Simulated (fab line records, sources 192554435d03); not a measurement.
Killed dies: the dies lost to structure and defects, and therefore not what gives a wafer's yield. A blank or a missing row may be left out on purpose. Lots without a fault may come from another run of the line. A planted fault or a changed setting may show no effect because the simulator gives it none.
fab line records	flow n5Finfet
record: lots: 11	wafers: 33	lastDay: 17
route steps=1938 shown BEOL_M5@1157 PASSIVATION@1936
lots with no fault: from the same line, run without faults
startH: the number of hours between the record's first day and the start of the first shown wafer of the lot	waitH: hours elapsed since this lot's preceding step	" same as the row above	L1.1+2: one row covering several wafers at once	- no value, or no start was given	* or withheld: withheld	< > ~ a bound
route shown NAME@n: a module of which the file shows steps, and the number in the route of the first	usual: average and standard deviation across the fault-free wafers	same: alike in all rows	chamber/n: place in a boat	sites: each site's reading	_std_site: standard deviation of those values	_edge_site: mean of outer sites minus mean of inner sites	radiusMm: how far each site lies from the wafer's centre	mask NAME#n: copy n	behind: the last tool/chamber to shape the wafer	hold: reason for holding the lot/hours on hold/outcome of the hold	device: names the non-switching transistor (n, p or np)	end of line: at the end of the route, the tests of the same wafers	a step with no rows: only its recipe	killed: the dies lost at the first sort to structure and to defects; this is not the yield of the wafer	map: a wafer's dies, marking killed ones x, the rest . and places with no die _
set.NAME: the setting as run; set.NAME@STEP: as run at that earlier step	model.NAME: the simulator's own value behind a step, which no gauge read
route steps across a sampled set of lots; one table per step, one row per wafer
services: when a tool's chamber went out of use (startH, in hours from the record's first day, below 0 if earlier), for how many hours, and the reason
== steps ==
step: N5_BEOL_M5_VIA_ETCH_34
recipe: chemistry: C4F6/O2	target: SiCOH_lowk	targetDepthA: 883	maskMaterial: SOC	taperDeg: 4	timeS: 39.2	ionEnergyEv: 250	pressureMtorr: 30	sourceW: 345	biasW: 185	Ar_flow_sccm: 300	C4F6_flow_sccm: 10	O2_flow_sccm: 10
usual: biasW: 185.1/0.53	drypumpMotorCurrentA: 5.7/0.62	oesProductAu: 0.79/0.071	rfVppV: 671/14	showerheadPlenumPTorr: 2.83/0.056	throttleValvePct: 20.74/0.18
lot.wafer	tool	chamber	startH	waitH	biasW	drypumpMotorCurrentA	oesProductAu	rfHoursCounterH	rfVppV	showerheadPlenumPTorr	throttleValvePct
L811.1	rieDiel-03	0	197.80	0.0	184.7	5.3	0.83	85	686	2.77	20.83
L811.5	"	0	"	"	185.4	5.3	0.84	-	686	2.77	20.84
L811.6	"	3	"	"	185.1	6.6	0.81	-	657	2.84	20.51
L810.3	rieDiel-02	2	199.53	0.0	185.1	6.4	0.70	170	668	2.84	21.01
L810.4	"	0	"	"	184.9	5.4	0.88	54	690	2.80	20.45
L810.6	"	3	"	"	185.5	5.5	0.74	-	687	2.80	20.87
L812.2	rieDiel-03	3	200.65	0.0	185.1	6.6	0.81	96	657	2.84	20.52
L812.4	"	3	"	"	184.7	6.7	0.81	-	659	2.84	20.51
L812.6	"	3	"	"	185.2	6.7	0.81	-	658	2.84	20.53
L813.4	rieDiel-02	2	216.12	0.0	184.4	6.4	0.70	174	668	2.83	21.03
L813.5	"	1	"	"	185.6	5.7	0.80	-	669	2.76	20.80
L813.6	"	2	"	"	184.2	6.4	0.69	-	669	2.83	21.01
L814.1	rieDiel-03	2	217.96	0.0	185.4	5.7	0.68	237	660	2.91	20.88
L814.2	"	0	"	"	185.2	5.3	0.82	90	685	2.77	20.84
L814.5	"	1	"	"	185.4	4.8	0.89	-	685	2.90	20.67
L816.1	rieDiel-05	1	223.48	0.0	184.6	5.7	0.73	175	650	2.92	20.59
L816.3	"	0	"	"	184.7	5.8	0.70	234	681	2.81	20.89
L816.5	"	1	"	"	184.5	5.7	0.72	-	650	2.92	20.60
L815.1	rieDiel-02	2	225.71	0.0	184.6	6.5	0.70	177	668	2.83	21.02
L815.3	"	1	"	"	185.5	5.7	0.78	105	669	2.76	20.80
L815.5	"	1	"	"	185.4	5.7	0.80	-	671	2.76	20.81
L818.1	rieDiel-03	2	235.15	0.0	185.5	5.7	0.69	241	661	2.91	20.89
L818.4	"	3	"	"	184.9	6.6	0.80	104	657	2.84	20.52
L818.5	"	1	"	"	184.7	4.8	0.88	-	686	2.90	20.68
L820.1	rieDiel-03	3	262.13	0.0	186.3	6.7	0.78	113	657	2.83	20.53
L820.4	"	0	"	"	185.1	5.3	0.81	-	684	2.76	20.86
L820.5	"	1	"	"	185.1	4.8	0.88	-	685	2.89	20.69
L823.3	rieDiel-02	1	267.90	0.0	185.3	5.7	0.77	116	668	2.75	20.83
L823.5	"	2	"	"	186.1	6.4	0.69	-	667	2.83	21.05
L823.6	"	1	"	"	184.5	5.7	0.78	-	668	2.75	20.81
L830.1	rieDiel-02	2	311.01	0.0	185.6	6.4	0.68	201	668	2.82	21.05
L830.2	"	0	"	"	185.6	5.4	0.86	86	689	2.78	20.49
L830.6	"	2	"	"	185.6	6.4	0.67	-	666	2.82	21.06
step: N5_BEOL_M5_STRIP_91
recipe: chemistry: N2/H2	timeS: 10	powerW: 450	tempC: 40	pressureMtorr: 20	rfFrequencyHz: 6e+07	biasPowerW: 7	n2FlowSccm: 200	h2FlowSccm: 200
usual: drypumpMotorCurrentA: 5.7/0.62	oesProductAu: 0.79/0.067	rfVppV: 59.2/0.9	showerheadPlenumPTorr: 2.53/0.056	throttleValvePct: 23.59/0.26
lot.wafer	tool	chamber	startH	waitH	drypumpMotorCurrentA	oesProductAu	rfHoursCounterH	rfVppV	showerheadPlenumPTorr	throttleValvePct
L811.1	rieDiel-03	0	-	-	5.3	0.83	85	59.2	2.47	23.76
L811.5	"	0	"	"	5.3	0.83	-	61.0	2.47	23.78
L811.6	"	3	"	"	6.7	0.81	-	57.9	2.56	23.62
L810.3	rieDiel-02	2	-	-	6.5	0.72	170	59.1	2.51	23.52
L810.4	"	0	"	"	5.4	0.87	54	57.1	2.50	23.35
L810.6	"	3	"	"	5.4	0.75	-	59.8	2.56	24.19
L812.2	rieDiel-03	3	-	-	6.6	0.82	96	59.0	2.56	23.62
L812.4	"	3	"	"	6.6	0.82	-	59.1	2.56	23.62
L812.6	"	3	"	"	6.6	0.82	-	58.9	2.56	23.61
L813.4	rieDiel-02	2	-	-	6.4	0.72	174	59.9	2.51	23.53
L813.5	"	1	"	"	5.7	0.80	-	59.1	2.45	23.76
L813.6	"	2	"	"	6.4	0.71	-	58.6	2.51	23.50
L814.1	rieDiel-03	2	-	-	5.7	0.70	237	61.3	2.60	23.52
L814.2	"	0	"	"	5.3	0.82	90	59.1	2.46	23.77
L814.5	"	1	"	"	4.8	0.88	-	58.7	2.60	23.36
L816.1	rieDiel-05	1	-	-	5.7	0.72	175	59.7	2.61	23.26
L816.3	"	0	"	"	5.9	0.70	234	58.8	2.50	23.76
L816.5	"	1	"	"	5.7	0.72	-	59.8	2.61	23.28
L815.1	rieDiel-02	2	-	-	6.5	0.71	177	59.4	2.51	23.50
L815.3	"	1	"	"	5.7	0.79	105	58.0	2.45	23.78
L815.5	"	1	"	"	5.7	0.79	-	58.0	2.45	23.78
L818.1	rieDiel-03	2	-	-	5.8	0.69	241	60.2	2.60	23.53
L818.4	"	3	"	"	6.7	0.81	104	59.6	2.56	23.62
L818.5	"	1	"	"	4.8	0.88	-	60.3	2.60	23.36
L820.1	rieDiel-03	3	-	-	6.6	0.80	113	58.0	2.55	23.64
L820.4	"	0	"	"	5.3	0.80	-	57.5	2.46	23.79
L820.5	"	1	"	"	4.8	0.86	-	58.9	2.59	23.37
L823.3	rieDiel-02	1	-	-	5.7	0.77	116	58.8	2.44	23.78
L823.5	"	2	"	"	6.4	0.70	-	60.1	2.51	23.55
L823.6	"	1	"	"	5.7	0.77	-	57.0	2.44	23.79
L830.1	rieDiel-02	2	-	-	6.5	0.69	201	59.3	2.50	23.57
L830.2	"	0	"	"	5.4	0.83	86	58.9	2.49	23.42
L830.6	"	2	"	"	6.5	0.68	-	60.3	2.50	23.55
step: N5_BEOL_M5_CURE_80
recipe: tempC: 370	timeS: 120	ambient: DMADMS/He	material: SiCOH_lowk
usual: lampPowerPct: 52.32/0.055	runLengthS: 178.1/1.3	wafer_temp_C_max: 371.8/0.52
lot.wafer	tool	chamber	startH	waitH	lampPowerPct	runLengthS	wafer_temp_C_max
L811.1	uvCure-02	0	198.45	0.3	52.35	178.4	372.2
L811.5	"	0	"	"	52.34	177.5	371.7
L811.6	"	0	"	"	52.27	177.5	372.4
L810.3	uvCure-01	0	200.07	0.1	52.16	177.9	371.9
L810.4	"	0	"	"	52.32	178.0	371.9
L810.6	"	0	"	"	52.30	177.7	371.5
L812.2	uvCure-03	0	201.45	0.3	52.31	178.2	371.7
L812.4	"	0	"	"	52.27	177.7	372.5
L812.6	"	0	"	"	52.29	177.8	371.9
L813.4	uvCure-01	2	216.79	0.3	52.37	178.8	372.9
L813.5	"	2	"	"	52.22	178.6	372.0
L813.6	"	2	"	"	52.29	178.7	372.3
L814.1	uvCure-02	1	218.80	0.4	52.24	180.5	372.0
L814.2	"	1	"	"	52.32	181.0	371.7
L814.5	"	1	"	"	52.30	180.9	371.8
L816.1	uvCure-03	0	224.02	0.1	52.35	182.0	372.5
L816.3	"	0	"	"	52.39	181.4	372.1
L816.5	"	0	"	"	52.21	181.2	372.9
L815.1	uvCure-01	1	226.15	0.0	52.36	176.8	370.7
L815.3	"	1	"	"	52.39	177.1	370.9
L815.5	"	1	"	"	52.41	177.0	371.0
L818.1	uvCure-02	1	235.68	0.0	52.32	180.6	371.4
L818.4	"	1	"	"	52.27	181.0	372.1
L818.5	"	1	"	"	52.36	181.2	372.3
L820.1	uvCure-03	0	262.57	0.0	-	-	-
L820.4	"	0	"	"	-	-	-
L820.5	"	0	"	"	-	-	-
L823.3	uvCure-02	1	268.43	0.1	-	-	-
L823.5	"	1	"	"	-	-	-
L823.6	"	1	"	"	-	-	-
L830.1	uvCure-02	0	311.47	0.1	52.30	178.4	372.1
L830.2	"	0	"	"	52.36	177.9	371.4
L830.6	"	0	"	"	52.37	177.6	372.3
step: N5_BEOL_M5_PRE_CLEAN_45
recipe: gas: H2/He	timeS: 30	tempC: 250
usual: heaterPowerW: 326/20
lot.wafer	tool	chamber	startH	waitH	heaterPowerW
L811.1	pvdSputter-03	-	198.85	0.0	324
L811.5	"	-	"	"	350
L811.6	"	-	"	"	341
L810.3	pvdSputter-01	-	200.33	0.0	328
L810.4	"	-	"	"	279
L810.6	"	-	"	"	342
L812.2	pvdSputter-03	-	202.61	0.0	340
L812.4	"	-	"	"	336
L812.6	"	-	"	"	349
L813.4	pvdSputter-01	-	217.85	0.0	324
L813.5	"	-	"	"	285
L813.6	"	-	"	"	338
L814.1	pvdSputter-01	-	219.67	0.0	277
L814.2	"	-	"	"	304
L814.5	"	-	"	"	276
L816.1	pvdSputter-02	-	224.73	0.0	317
L816.3	"	-	"	"	344
L816.5	"	-	"	"	356
L815.1	pvdSputter-03	-	226.65	0.0	347
L815.3	"	-	"	"	322
L815.5	"	-	"	"	342
L818.1	pvdSputter-02	-	236.35	0.0	339
L818.4	"	-	"	"	313
L818.5	"	-	"	"	320
L820.1	pvdSputter-01	-	263.08	0.0	315
L820.4	"	-	"	"	275
L820.5	"	-	"	"	319
L823.3	pvdSputter-03	-	268.89	0.0	337
L823.5	"	-	"	"	345
L823.6	"	-	"	"	331
L830.1	pvdSputter-02	-	312.94	0.0	317
L830.2	"	-	"	"	350
L830.6	"	-	"	"	327
step: N5_PASSIVATION_PROBE_49
usual: defectLimitedYield: 91.4/1.6	killed_at_M0_to_M3: 35/10	killed_at_M4_up: 12/4.7	killedAtContacts: 12/5.8	killedAtFrontEnd: 38/12	killedAtOther: 4/3.2	killedDies: 102/18	killedOpen: 68/14	killedShort: 32/8	sort_bin_4_leakage: 0.00/0.043	sort_bin_5_function: 5.1/0.96	sort_bin_6_memory: 3.2/0.77	sort_bin_8_speed: 0.1/0.39	sortNPass: 1078/20	sortYieldPct: 91.3/1.7
same: grossDies: 1180	killedAtBackSide: 0
lot.wafer	tool	chamber	startH	waitH	defectLimitedYield[%]	killed_at_M0_to_M3	killed_at_M4_up	killedAtContacts	killedAtFrontEnd	killedAtOther	killedDies	killedOpen	killedShort	sort_bin_4_leakage[%]	sort_bin_5_function[%]	sort_bin_6_memory[%]	sort_bin_8_speed[%]	sortNPass	sortYieldPct[%]
L811.1	prober-01	-	291.88	0.0	88.8	38	20	9	64	1	132	86	46	0	5.8	5.0	0	1048	88.8
L811.5	prober-01	-	292.08	0.2	88.6	38	18	17	60	1	134	96	38	0	6.6	4.2	0	1046	88.6
L811.6	prober-01	-	292.13	0.3	89.0	41	18	16	50	5	130	75	55	0	5.8	4.4	0	1050	89.0
L810.3	prober-02	-	298.86	0.1	90.6	43	16	13	33	6	111	72	37	0	5.9	3.4	0	1069	90.6
L810.4	prober-02	-	298.91	0.2	91.1	33	21	12	30	9	105	66	37	0	5.4	3.0	0	1075	91.1
L810.6	prober-02	-	299.01	0.3	92.0	27	11	9	43	4	94	55	35	0	4.9	2.9	0.2	1084	91.9
L812.2	prober-01	-	309.28	0.6	92.8	30	9	12	28	6	85	55	29	0	3.6	3.1	0	1095	92.8
L812.4	prober-01	-	309.38	0.7	91.8	32	7	10	42	6	97	66	29	0	5.2	2.5	0	1083	91.8
L812.6	prober-01	-	309.48	0.8	90.5	47	11	10	39	5	112	83	28	0	5.5	3.6	0	1068	90.5
L813.4	prober-02	-	319.83	0.2	91.9	45	9	11	28	2	95	57	37	0.51	4.5	3.3	0	1079	91.4
L813.5	prober-02	-	319.88	0.2	92.5	47	6	10	24	1	88	60	27	0	4.7	2.7	0	1092	92.5
L813.6	prober-02	-	319.93	0.3	92.9	30	7	7	35	5	84	52	22	0	4.1	2.1	0	1096	92.9
L815.1	prober-02	-	325.59	0.0	92.1	39	19	9	20	6	93	65	28	0	4.7	2.9	0	1087	92.1
L815.3	prober-02	-	325.69	0.1	90.3	47	9	4	53	1	114	74	32	0	5.3	3.5	0	1066	90.3
L815.5	prober-02	-	325.79	0.2	93.6	25	8	4	35	3	75	47	28	0	3.5	2.8	0	1105	93.6
L816.1	prober-01	-	325.63	0.0	91.8	33	10	13	39	2	97	75	22	0	4.8	3.3	0	1083	91.8
L816.3	prober-01	-	325.73	0.1	94.6	21	10	6	24	3	64	43	19	0	3.4	1.6	0.2	1114	94.4
L816.5	prober-01	-	325.83	0.2	93.1	29	7	6	35	4	81	49	32	0	4.6	2.0	0	1099	93.1
L814.1	prober-01	-	327.58	0.0	91.6	43	15	12	26	3	99	70	29	0	4.8	3.2	0	1081	91.6
L814.2	prober-01	-	327.63	0.1	91.4	51	10	8	28	5	102	65	31	0	4.8	3.1	0	1078	91.4
L814.5	prober-01	-	327.78	0.2	93.1	37	15	5	20	5	82	63	19	0	4.3	2.5	0	1098	93.1
L818.1	prober-01	-	337.37	0.0	91.1	50	10	11	34	0	105	67	37	0	5.8	2.8	0	1075	91.1
L818.4	prober-01	-	337.52	0.2	87.5	58	10	11	68	1	148	93	50	0	7.8	3.8	3.6	990	83.9
L818.5	prober-01	-	337.57	0.2	88.0	59	13	24	46	0	142	95	46	0	6.9	4.7	0	1038	88.0
L820.1	prober-01	-	359.75	0.5	92.1	29	14	12	36	2	93	69	24	0	4.9	2.4	0	1087	92.1
L820.4	prober-01	-	359.90	0.6	92.7	27	9	15	30	5	86	53	32	0	5.3	1.9	0	1094	92.7
L820.5	prober-01	-	359.95	0.7	91.8	29	13	12	40	3	97	69	25	0	4.7	3.3	0	1083	91.8
L823.3	prober-02	-	370.36	0.1	90.6	29	15	12	54	1	111	74	37	0	6.0	2.9	0	1069	90.6
L823.5	prober-02	-	370.46	0.2	90.6	41	10	11	45	4	111	71	40	0	5.4	3.9	0	1069	90.6
L823.6	prober-02	-	370.51	0.3	90.3	34	10	18	52	0	114	77	37	0	5.5	4.2	0	1066	90.3
L830.1	prober-02	-	403.77	0.0	90.1	39	14	19	42	3	117	85	31	0	6.0	3.7	0	1063	90.1
L830.2	prober-02	-	403.82	0.1	90.8	31	5	17	54	1	108	71	35	0	5.1	3.7	0	1072	90.8
L830.6	prober-02	-	404.02	0.3	91.1	31	15	12	44	3	105	66	39	0	6.2	2.5	0	1075	91.1
killed by level:class
L811.1 FIN_SAQP:geometricParticle:open=15 BEOL_M0_SAQP:geometricParticle:open=14 BEOL_M4:geometricParticle:open=14 STI_FIN_REVEAL:geometricParticle:open=13 FIN_SAQP:geometricParticle:short=10 BEOL_M0_SAQP:geometricParticle:short=9 GATE_CUT:geometricParticle:short=7 MOL_CONTACT_COAG:geometricParticle:open=7
L811.5 FIN_SAQP:geometricParticle:open=18 DUMMY_GATE:geometricParticle:open=12 MOL_CONTACT_COAG:geometricParticle:open=12 BEOL_M0_SAQP:geometricParticle:short=11 BEOL_M0_SAQP:geometricParticle:open=11 BEOL_M4:geometricParticle:open=10 FIN_SAQP:geometricParticle:short=9 STI_FIN_REVEAL:geometricParticle:open=9
L811.6 BEOL_M0_SAQP:geometricParticle:short=14 FIN_SAQP:geometricParticle:open=11 BEOL_M0_SAQP:geometricParticle:open=11 MOL_CONTACT_COAG:geometricParticle:open=9 FIN_SAQP:geometricParticle:short=8 MOL_CONTACT_COAG:geometricParticle:short=7 BEOL_M4:geometricParticle:open=7 BEOL_M1:geometricParticle:open=6
L810.3 BEOL_M2:geometricParticle:open=18 BEOL_M1:geometricParticle:open=11 MOL_CONTACT_COAG:geometricParticle:open=9 FIN_SAQP:geometricParticle:short=8 STI_FIN_REVEAL:geometricParticle:open=6 DUMMY_GATE:geometricParticle:open=6 BEOL_M4:geometricParticle:open=6 FIN_SAQP:geometricParticle:open=5
L810.4 BEOL_M4:geometricParticle:open=15 FIN_SAQP:geometricParticle:open=10 MOL_CONTACT_COAG:geometricParticle:open=10 BEOL_M2:geometricParticle:short=7 BEOL_M1:geometricParticle:open=6 BEOL_M3:geometricParticle:open=6 BEOL_M2:geometricParticle:open=5 FIN_SAQP:geometricParticle:short=4
L810.6 FIN_SAQP:geometricParticle:open=14 BEOL_M1:geometricParticle:open=11 FIN_SAQP:geometricParticle:short=9 MOL_CONTACT_COAG:geometricParticle:open=5 STI_FIN_REVEAL:geometricParticle:open=4 MOL_CONTACT_COAG:geometricParticle:short=4 DUMMY_GATE:geometricParticle:open=3 GATE_CUT:geometricParticle:short=3
L812.2 BEOL_M1:geometricParticle:open=14 MOL_CONTACT_COAG:geometricParticle:open=10 FIN_SAQP:geometricParticle:short=7 GATE_CUT:geometricParticle:short=7 FIN_SAQP:geometricParticle:open=5 BEOL_M3:geometricParticle:open=5 BEOL_M0_SAQP:geometricParticle:short=4 STARTING-WAFER:geometricParticle:short=4
L812.4 FIN_SAQP:geometricParticle:open=19 BEOL_M1:geometricParticle:open=10 MOL_CONTACT_COAG:geometricParticle:open=9 FIN_SAQP:geometricParticle:short=8 BEOL_M0_SAQP:geometricParticle:open=7 BEOL_M0_SAQP:geometricParticle:short=7 STARTING-WAFER:geometricParticle:open=4 BEOL_M0:geometricParticle:open=3
L812.6 BEOL_M2:geometricParticle:open=17 FIN_SAQP:geometricParticle:open=11 FIN_SAQP:geometricParticle:short=11 STI_FIN_REVEAL:geometricParticle:open=9 MOL_CONTACT_COAG:geometricParticle:open=9 BEOL_M3:geometricParticle:open=8 BEOL_M0_SAQP:geometricParticle:open=7 BEOL_M1:geometricParticle:open=7
L813.4 FIN_SAQP:geometricParticle:short=13 MOL_CONTACT_COAG:geometricParticle:open=9 BEOL_M0_SAQP:geometricParticle:open=8 BEOL_M2:geometricParticle:open=8 BEOL_M3:geometricParticle:open=7 BEOL_M0_SAQP:geometricParticle:short=6 BEOL_M1:geometricParticle:open=6 BEOL_M4:geometricParticle:open=5
L813.5 BEOL_M0_SAQP:geometricParticle:open=15 BEOL_M0_SAQP:geometricParticle:short=10 BEOL_M3:geometricParticle:open=7 STI_FIN_REVEAL:geometricParticle:open=6 MOL_CONTACT_COAG:geometricParticle:open=6 BEOL_M0:geometricParticle:open=6 BEOL_M2:geometricParticle:open=5 MOL_CONTACT_COAG:geometricParticle:short=4
L813.6 BEOL_M0_SAQP:geometricParticle:open=9 HKMG_FIN:areaEtch=9 MOL_CONTACT_COAG:geometricParticle:open=7 BEOL_M3:geometricParticle:open=7 DUMMY_GATE:geometricParticle:open=6 STI_FIN_REVEAL:geometricParticle:open=4 BEOL_M2:geometricParticle:open=4 FIN_SAQP:geometricParticle:short=3
L815.1 BEOL_M3:geometricParticle:open=15 BEOL_M4:geometricParticle:open=14 MOL_CONTACT_COAG:geometricParticle:open=7 BEOL_M0_SAQP:geometricParticle:open=7 BEOL_M1:geometricParticle:short=5 STARTING-WAFER:geometricParticle:short=5 FIN_SAQP:geometricParticle:open=4 BEOL_M0_SAQP:geometricParticle:short=4
L816.1 FIN_SAQP:geometricParticle:open=15 MOL_CONTACT_COAG:geometricParticle:open=12 BEOL_M2:geometricParticle:open=11 STI_FIN_REVEAL:geometricParticle:open=8 BEOL_M0:geometricParticle:open=8 BEOL_M0_SAQP:geometricParticle:open=4 BEOL_M4:geometricParticle:open=4 FIN_SAQP:geometricParticle:short=3
L815.3 STI_FIN_REVEAL:geometricParticle:open=22 BEOL_M2:geometricParticle:open=10 BEOL_M0_SAQP:geometricParticle:open=9 BEOL_M0_SAQP:geometricParticle:short=8 BEOL_M3:geometricParticle:open=8 HKMG_FIN:areaEtch=7 FIN_SAQP:geometricParticle:short=5 FIN_SAQP:geometricParticle:open=5
L816.3 DUMMY_GATE:geometricParticle:open=10 BEOL_M4:geometricParticle:open=7 BEOL_M1:geometricParticle:open=5 MOL_CONTACT_COAG:geometricParticle:open=4 BEOL_M0_SAQP:geometricParticle:short=4 BEOL_M2:geometricParticle:open=4 BEOL_M0:geometricParticle:open=3 FIN_SAQP:geometricParticle:open=2
L815.5 BEOL_M0_SAQP:geometricParticle:open=10 FIN_SAQP:geometricParticle:open=8 FIN_SAQP:geometricParticle:short=7 STI_FIN_REVEAL:geometricParticle:open=7 BEOL_M0_SAQP:geometricParticle:short=6 MOL_CONTACT_COAG:geometricParticle:open=4 BEOL_M3:geometricParticle:open=4 GATE_CUT:geometricParticle:short=3
L816.5 STI_FIN_REVEAL:geometricParticle:open=9 BEOL_M2:geometricParticle:open=6 FIN_SAQP:geometricParticle:short=4 STI_FIN_REVEAL:geometricParticle:short=4 MOL_CONTACT_COAG:geometricParticle:open=4 BEOL_M0_SAQP:geometricParticle:open=4 BEOL_M0:geometricParticle:open=4 FIN_SAQP:geometricParticle:open=3
L814.1 BEOL_M0_SAQP:geometricParticle:open=14 BEOL_M3:geometricParticle:open=14 STI_FIN_REVEAL:geometricParticle:open=8 MOL_CONTACT_COAG:geometricParticle:open=8 BEOL_M0_SAQP:geometricParticle:short=7 GATE_CUT:geometricParticle:short=5 BEOL_M4:geometricParticle:open=5 MOL_CONTACT_COAG:geometricParticle:short=4
L814.2 BEOL_M0_SAQP:geometricParticle:open=12 BEOL_M3:geometricParticle:open=11 BEOL_M0_SAQP:geometricParticle:short=10 MOL_CONTACT_COAG:geometricParticle:open=8 BEOL_M2:geometricParticle:open=8 BEOL_M1:geometricParticle:open=7 HKMG_FIN:areaEtch=6 FIN_SAQP:geometricParticle:short=5
L814.5 BEOL_M3:geometricParticle:open=13 BEOL_M4:geometricParticle:open=11 BEOL_M0_SAQP:geometricParticle:open=10 BEOL_M1:geometricParticle:open=7 DUMMY_GATE:geometricParticle:open=4 MOL_CONTACT_COAG:geometricParticle:open=4 FIN_SAQP:geometricParticle:short=3 STI_FIN_REVEAL:geometricParticle:open=3
L818.1 BEOL_M2:geometricParticle:open=13 BEOL_M0_SAQP:geometricParticle:short=10 MOL_CONTACT_COAG:geometricParticle:open=10 BEOL_M0_SAQP:geometricParticle:open=9 FIN_SAQP:geometricParticle:short=8 STI_FIN_REVEAL:geometricParticle:open=8 BEOL_M3:geometricParticle:open=6 BEOL_M2:geometricParticle:short=5
L818.4 FIN_SAQP:geometricParticle:open=20 FIN_SAQP:geometricParticle:short=19 BEOL_M0_SAQP:geometricParticle:short=16 BEOL_M3:geometricParticle:open=12 BEOL_M0_SAQP:geometricParticle:open=11 BEOL_M2:geometricParticle:open=11 STI_FIN_REVEAL:geometricParticle:open=10 MOL_CONTACT_COAG:geometricParticle:open=10
L818.5 MOL_CONTACT_COAG:geometricParticle:open=21 BEOL_M0_SAQP:geometricParticle:short=15 BEOL_M3:geometricParticle:open=15 FIN_SAQP:geometricParticle:open=10 BEOL_M0_SAQP:geometricParticle:open=9 BEOL_M2:geometricParticle:open=9 FIN_SAQP:geometricParticle:short=8 STI_FIN_REVEAL:geometricParticle:open=8
L820.1 BEOL_M0_SAQP:geometricParticle:open=10 GATE_CUT:geometricParticle:open=9 MOL_CONTACT_COAG:geometricParticle:open=9 FIN_SAQP:geometricParticle:open=7 BEOL_M0_SAQP:geometricParticle:short=6 BEOL_M2:geometricParticle:open=6 DUMMY_GATE:geometricParticle:open=5 BEOL_M4:geometricParticle:open=5
L820.4 STI_FIN_REVEAL:geometricParticle:open=12 BEOL_M0_SAQP:geometricParticle:short=12 MOL_CONTACT_COAG:geometricParticle:open=11 BEOL_M0_SAQP:geometricParticle:open=8 GATE_CUT:geometricParticle:short=4 MOL_CONTACT_COAG:geometricParticle:short=4 PASS1_CAP:geometricParticle:open=4 GATE_CUT:geometricParticle:open=3
L820.5 STI_FIN_REVEAL:geometricParticle:open=8 MOL_CONTACT_COAG:geometricParticle:open=8 BEOL_M0_SAQP:geometricParticle:open=8 BEOL_M1:geometricParticle:open=7 BEOL_M7:geometricParticle:open=7 FIN_SAQP:geometricParticle:short=6 BEOL_M2:geometricParticle:open=6 DUMMY_GATE:geometricParticle:open=5
L823.3 FIN_SAQP:geometricParticle:open=15 FIN_SAQP:geometricParticle:short=11 BEOL_M3:geometricParticle:open=11 MOL_CONTACT_COAG:geometricParticle:open=10 BEOL_M4:geometricParticle:open=7 GATE_CUT:geometricParticle:open=6 STARTING-WAFER:geometricParticle:short=6 BEOL_M0_SAQP:geometricParticle:open=5
L823.5 BEOL_M3:geometricParticle:open=19 FIN_SAQP:geometricParticle:open=16 FIN_SAQP:geometricParticle:short=10 BEOL_M0_SAQP:geometricParticle:short=10 MOL_CONTACT_COAG:geometricParticle:open=9 DUMMY_GATE:geometricParticle:open=6 BEOL_M1:geometricParticle:short=4 BEOL_M5:geometricParticle:open=3
L823.6 FIN_SAQP:geometricParticle:open=17 MOL_CONTACT_COAG:geometricParticle:open=15 BEOL_M0_SAQP:geometricParticle:short=14 STI_FIN_REVEAL:geometricParticle:open=12 BEOL_M0_SAQP:geometricParticle:open=8 BEOL_M4:geometricParticle:open=6 FIN_SAQP:geometricParticle:short=4 GATE_CUT:geometricParticle:short=4
L830.1 MOL_CONTACT_COAG:geometricParticle:open=17 FIN_SAQP:geometricParticle:open=15 BEOL_M0_SAQP:geometricParticle:open=12 FIN_SAQP:geometricParticle:short=11 BEOL_M2:geometricParticle:open=9 BEOL_M0_SAQP:geometricParticle:short=7 BEOL_M3:geometricParticle:open=7 BEOL_M4:geometricParticle:open=6
L830.2 FIN_SAQP:geometricParticle:short=17 FIN_SAQP:geometricParticle:open=14 MOL_CONTACT_COAG:geometricParticle:open=14 BEOL_M0_SAQP:geometricParticle:open=12 BEOL_M0_SAQP:geometricParticle:short=8 DUMMY_GATE:geometricParticle:open=6 BEOL_M2:geometricParticle:open=5 GATE_CUT:geometricParticle:open=4
L830.6 BEOL_M0_SAQP:geometricParticle:open=11 BEOL_M0_SAQP:geometricParticle:short=11 FIN_SAQP:geometricParticle:open=10 STI_FIN_REVEAL:geometricParticle:open=10 MOL_CONTACT_COAG:geometricParticle:open=8 FIN_SAQP:geometricParticle:short=7 STARTING-WAFER:geometricParticle:short=5 MOL_CONTACT_COAG:geometricParticle:short=4
== services ==
tool	chamber	startH	hours	kind
uvCure-03	-	177.67	2.8	pm
uvCure-01	-	177.78	2.8	pm
rieDiel-03	2	189.48	14.7	repair
uvCure-02	-	199.89	2.8	pm
uvCure-01	-	232.86	7.5	pm
rieDiel-02	-	249.58	2.8	pm
uvCure-03	-	256.48	1.0	pm
rieDiel-03	2	261.75	-	clean
rieDiel-03	2	261.75	-	consumableReplace:focusRing
rieDiel-03	2	261.75	24.2	scheduledDown
rieDiel-03	2	261.75	24.2	ventCycle
rieDiel-05	0	269.66	-	clean
rieDiel-05	0	269.66	-	consumableReplace:focusRing
rieDiel-05	0	269.66	24.8	scheduledDown
rieDiel-05	0	269.66	24.8	ventCycle
uvCure-01	-	277.48	14.6	pm
uvCure-02	-	302.00	1.9	repair
== key ==
firstSign: step: N5_BEOL_M5_CURE_80	reading: toolRecord	direction: missing
effect none on later readings
metAt N5_BEOL_M5_CURE_80
struckLots L820,L823
notActingAt N5_BEOL_M5_VIA_ETCH_34,N5_BEOL_M5_STRIP_91,N5_BEOL_M5_PRE_CLEAN_45
onsetBetween 235.68 262.57
fault: kind: skippedStepWhole	tool: uvCure-02,uvCure-03	chamber: -	onsetH: 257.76	steps: N5_BEOL_M5_CURE_80	scope: struckLotsOnly
